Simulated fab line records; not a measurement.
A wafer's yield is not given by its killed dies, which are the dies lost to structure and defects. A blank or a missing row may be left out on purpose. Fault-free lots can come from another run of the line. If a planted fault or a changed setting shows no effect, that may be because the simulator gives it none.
Which of the tools did it? | flow nand harc | 12 lots, 36 wafers sampled, at 5 steps of a route of 1302

== WHAT THE GAUGES READ, wafer by wafer ==
NHARC_P_M1_OVL_MEAS_10: pitch 260 nm.
lot  | measured     | on         | overlay x nm (nm)
L075 | day 6 16:56  | overlay-01 | 1.5 1.6 1.2
L077 | day 7 16:04  | overlay-02 | -0.9 -1.1 -0.8
L079 | day 8 04:20  | overlay-01 | 1.1 0.1 1.1
L081 | day 9 12:27  | overlay-02 | -0.6 -1.2 -1.4
L084 | day 10 07:17 | overlay-02 | 0.3 0.5 0.5
L085 | day 10 17:20 | overlay-01 | 1.3 1.3 0.7
L088 | day 12 02:49 | overlay-01 | 0.6 0.1 0.6
L089 | day 12 09:57 | overlay-02 | -0.7 -0.1 0.1
L091 | day 13 08:31 | overlay-01 | 0.0 -0.4 -0.2
L093 | day 14 01:04 | overlay-02 | 1.2 1.7 1.2
L095 | day 15 04:13 | overlay-02 | -0.1 0.0 -0.1
L097 | day 15 21:57 | overlay-01 | -0.1 0.5 0.2

== EACH LOT AND THE TOOL THAT RAN IT (in order: tool; ch and the chambers of the sampled wafers; start) ==
lot  | NHARC_P_CONTACT_DEP_00                     | NHARC_P_CONTACT_STRIP_28           | NHARC_P_CONTACT_DEGAS_38     | NHARC_P_M0_PVD_20
L075 | pecvd-03 ch 0,1,2, day 6 09:44 or earlier  | rie diel-03 ch 0,1,2, day 6 09:44  | pvd sputter-01, day 6 10:22  | pvd sputter-03, day 6 16:56 or earlier
L077 | pecvd-04 ch 1,2, day 7 09:02 or earlier    | rie diel-05 ch 0,1, day 7 09:02    | pvd sputter-01, day 7 09:41  | pvd sputter-02, day 7 16:04 or earlier
L079 | pecvd-03 ch 0,1,2, day 7 21:11 or earlier  | rie diel-05 ch 0,2,3, day 7 21:11  | pvd sputter-02, day 7 21:52  | pvd sputter-02, day 8 01:23
L081 | pecvd-01 ch 0,1,2, day 9 05:14 or earlier  | rie diel-03 ch 1,2,3, day 9 05:14  | pvd sputter-03, day 9 05:53  | pvd sputter-02, day 9 12:27 or earlier
L084 | pecvd-03 ch 0,1, day 9 23:41 or earlier    | rie diel-05 ch 1,2,3, day 9 23:41  | pvd sputter-01, day 10 00:20 | pvd sputter-03, day 10 07:17 or earlier
L085 | pecvd-01 ch 0,2, day 10 09:41 or earlier   | rie diel-05 ch 1,2, day 10 09:41   | pvd sputter-02, day 10 10:20 | pvd sputter-03, day 10 17:20 or earlier
L088 | pecvd-03 ch 0,1, day 11 16:53              | rie diel-03 ch 0,1,3, day 11 19:36 | pvd sputter-03, day 11 20:14 | pvd sputter-02, day 12 02:49 or earlier
L089 | pecvd-01 ch 0,1, day 12 02:38 or earlier   | rie diel-05 ch 0,1,2, day 12 02:38 | pvd sputter-01, day 12 03:14 | pvd sputter-01, day 12 09:57 or earlier
L091 | pecvd-03 ch 0,1, day 13 00:53 or earlier   | rie diel-08 ch 0,2, day 13 00:53   | pvd sputter-03, day 13 01:35 | pvd sputter-02, day 13 08:31 or earlier
L093 | pecvd-04 ch 1,2, day 13 17:13 or earlier   | rie diel-05 ch 1,2,3, day 13 17:13 | pvd sputter-03, day 13 17:50 | pvd sputter-01, day 14 01:04 or earlier
L095 | pecvd-03 ch 0,2, day 14 21:11 or earlier   | rie diel-05 ch 0,1,2, day 14 21:11 | pvd sputter-03, day 14 21:50 | pvd sputter-01, day 15 04:13 or earlier
L097 | pecvd-01 ch 0,1,2, day 15 14:54 or earlier | rie diel-03 ch 0,1,3, day 15 14:54 | pvd sputter-01, day 15 15:31 | pvd sputter-01, day 15 21:57 or earlier
- NHARC_P_CONTACT_DEP_00: deposits SiO2, target thk 500 nm.
- NHARC_P_CONTACT_STRIP_28: strips in O2.
- NHARC_P_CONTACT_DEGAS_38: time 60 s.
- NHARC_P_M0_PVD_20: deposits TaN, target thk 5 nm, time 8.06 s.

== THE ANSWER, worked out from the rows above alone ==
Rule: usual is defined by the lots themselves. Put in order of their means at a reading, lots are off if they are a third of the lots or fewer, leave a main group of 4 or more, and stand apart from it by a gap of 3 or more times the standard deviation of the main group's means; of several such gaps the widest counts. A main group whose means are all the same, to the digits that the tables above print for the reading, isn't used. Also off: a lot with no number at a reading for which 4 or more lots have one. Where the step has rows for the other lots, those lots are counted as sound.
None of the lots is off at any reading shown; this tells nothing.

== WHAT THE SIMULATOR HAD PUT IN ==
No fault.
